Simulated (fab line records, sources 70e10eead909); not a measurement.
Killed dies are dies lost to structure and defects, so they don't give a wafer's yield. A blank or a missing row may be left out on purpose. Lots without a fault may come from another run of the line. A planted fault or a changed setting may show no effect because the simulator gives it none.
Chamber matching | flow nand_harc | NHARC_A_CONTACT_ETCH_88 on rie_diel-05: 4 sister chambers
The step etches the open film in CF4, target depth 39 nm, time 65 s. 4 wafers are shown with their chamber, then 9 later ones without.

WAFERS WITH THEIR CHAMBER
wafer  | chamber | showerhead_plenum_p_Torr (Torr)
L255.6 | 1       | 1.90
L256.3 | 0       | 1.90
L260.1 | 2       | 1.65
L260.3 | 3       | 1.72

WAFERS WITHOUT THEIR CHAMBER
wafer  | showerhead_plenum_p_Torr (Torr)
L260.6 | 1.90
L262.3 | 1.65
L262.5 | 1.65
L262.6 | 1.90
L263.2 | 1.90
L263.3 | 1.89
L263.4 | 1.65
L266.1 | 1.89
L266.6 | 1.89

WHICH CHAMBER EACH WENT THROUGH
wafer  | from the rows above     | in truth
L260.6 | can't be placed: 0 or 1 | 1
L262.3 | 2                       | 2
L262.5 | 2                       | 2
L262.6 | can't be placed: 0 or 1 | 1
L263.2 | can't be placed: 0 or 1 | 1
L263.3 | can't be placed: 0 or 1 | 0
L263.4 | 2                       | 2
L266.1 | can't be placed: 0 or 1 | 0
L266.6 | can't be placed: 0 or 1 | 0
Placed correctly: 3 of 9. Can't be placed from these rows: 6 (the true chamber is among the candidates in 6). Placed wrongly: 0.
How it was worked out, from the rows above alone: a wafer's distance from a chamber is the root of the sum, over the readings, of the square of ((its reading less the chamber's mean) divided by the reading's scatter). The wafer belongs to the nearest chamber; if the next one is less than 2 further off, it can't be placed. A chamber's mean is the mean of its shown wafers. The scatter: with one shown wafer a chamber, the root of the mean of the squares of how far each hidden wafer lies from its nearest shown one.
